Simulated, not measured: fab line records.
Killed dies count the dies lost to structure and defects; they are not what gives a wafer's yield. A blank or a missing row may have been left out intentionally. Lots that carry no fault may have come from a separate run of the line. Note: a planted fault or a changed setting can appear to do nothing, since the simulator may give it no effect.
Which tool did it? || flow n5_finfet || 21 lots, 63 wafers sampled, at 1 step of a route of 1938

WHAT EACH GAUGE READ, for each wafer
N5_PMOS_HMC_CHANNEL_EPI_CD_MEAS_09 targets a cd of 237.4 nm. Usual: cd_nm at 237.4 nm, with a standard deviation of 0.89.
{"lot": "L074", "measured": "day 1 19:12", "on": "cd_sem-01", "cd_nm (nm)": "239.1 238.8 239.5", "flag": ""}
{"lot": "L075", "measured": "day 2 01:10", "on": "cd_sem-01", "cd_nm (nm)": "238.4 236.4 237.1", "flag": ""}
{"lot": "L077", "measured": "day 2 11:26", "on": "cd_sem-03", "cd_nm (nm)": "236.5 237.1 236.9", "flag": ""}
{"lot": "L078", "measured": "day 2 17:25", "on": "cd_sem-01", "cd_nm (nm)": "238.1 237.0 237.5", "flag": ""}
{"lot": "L079", "measured": "day 2 22:53", "on": "cd_sem-02", "cd_nm (nm)": "236.4 236.2 237.7", "flag": ""}
{"lot": "L080", "measured": "day 3 06:46", "on": "cd_sem-01", "cd_nm (nm)": "236.2 237.3 236.7", "flag": ""}
{"lot": "L081", "measured": "day 3 12:13", "on": "cd_sem-03", "cd_nm (nm)": "238.5 235.8 237.5", "flag": ""}
{"lot": "L082", "measured": "day 3 17:18", "on": "cd_sem-01", "cd_nm (nm)": "237.2 237.3 236.7", "flag": ""}
{"lot": "L083", "measured": "day 3 23:23", "on": "cd_sem-02", "cd_nm (nm)": "237.7 236.8 237.9", "flag": ""}
{"lot": "L085", "measured": "day 4 11:16", "on": "cd_sem-02", "cd_nm (nm)": "238.1 238.3 237.5", "flag": ""}
{"lot": "L086", "measured": "day 4 17:15", "on": "cd_sem-02", "cd_nm (nm)": "236.8 236.3 237.0", "flag": ""}
{"lot": "L087", "measured": "day 5 00:05", "on": "cd_sem-01", "cd_nm (nm)": "236.7 236.2 237.0", "flag": ""}
{"lot": "L088", "measured": "day 5 05:56", "on": "cd_sem-03", "cd_nm (nm)": "238.2 239.1 237.3", "flag": ""}
{"lot": "L089", "measured": "day 5 11:33", "on": "cd_sem-02", "cd_nm (nm)": "237.2 236.5 236.2", "flag": ""}
{"lot": "L090", "measured": "day 5 17:50", "on": "cd_sem-01", "cd_nm (nm)": "236.9 238.0 236.9", "flag": ""}
{"lot": "L091", "measured": "day 5 23:20", "on": "cd_sem-01", "cd_nm (nm)": "236.6 237.6 237.6", "flag": ""}
{"lot": "L093", "measured": "day 6 11:31", "on": "cd_sem-02", "cd_nm (nm)": "237.2 238.1 239.2", "flag": ""}
{"lot": "L094", "measured": "day 6 18:26", "on": "cd_sem-01", "cd_nm (nm)": "236.2 236.7 236.8", "flag": ""}
{"lot": "L095", "measured": "day 6 23:30", "on": "cd_sem-01", "cd_nm (nm)": "238.4 236.7 238.4", "flag": ""}
{"lot": "L096", "measured": "day 7 05:29", "on": "cd_sem-03", "cd_nm (nm)": "236.5 236.4 237.4", "flag": ""}
{"lot": "L097", "measured": "day 7 11:32", "on": "cd_sem-02", "cd_nm (nm)": "238.6 237.7 238.4", "flag": ""}

WHAT TOOL EACH LOT RAN ON (gives the tool, then ch and the chambers of the sampled wafers, and finally the start)
Before these readings, the record contains no process step.

AS READ BY THE TOOLS THEMSELVES (means over the sampled wafers that have a number; for cases with no such wafer, the mark the record gives instead)
The record holds no such reading with a usual standard deviation.

THE ANSWER, worked out from the rows above alone
Rule: a lot is off if the mean of its wafers that have a number lies more than 3 standard deviations from the usual mean. A lot without any number at a reading at which 4 lots or more have one is off too. All remaining lots with rows at the step are treated as sound. The gauges are gone through in route order, then the tools' own readings, and for those a lot's mean is taken as printed above. The first step at which some lot is off is used, and at that step the reading that is off furthest; a lot without a number counts as furthest.
Nothing can be told from this: no lot is off at any reading shown.

WHAT THE SIMULATOR HAD INSERTED
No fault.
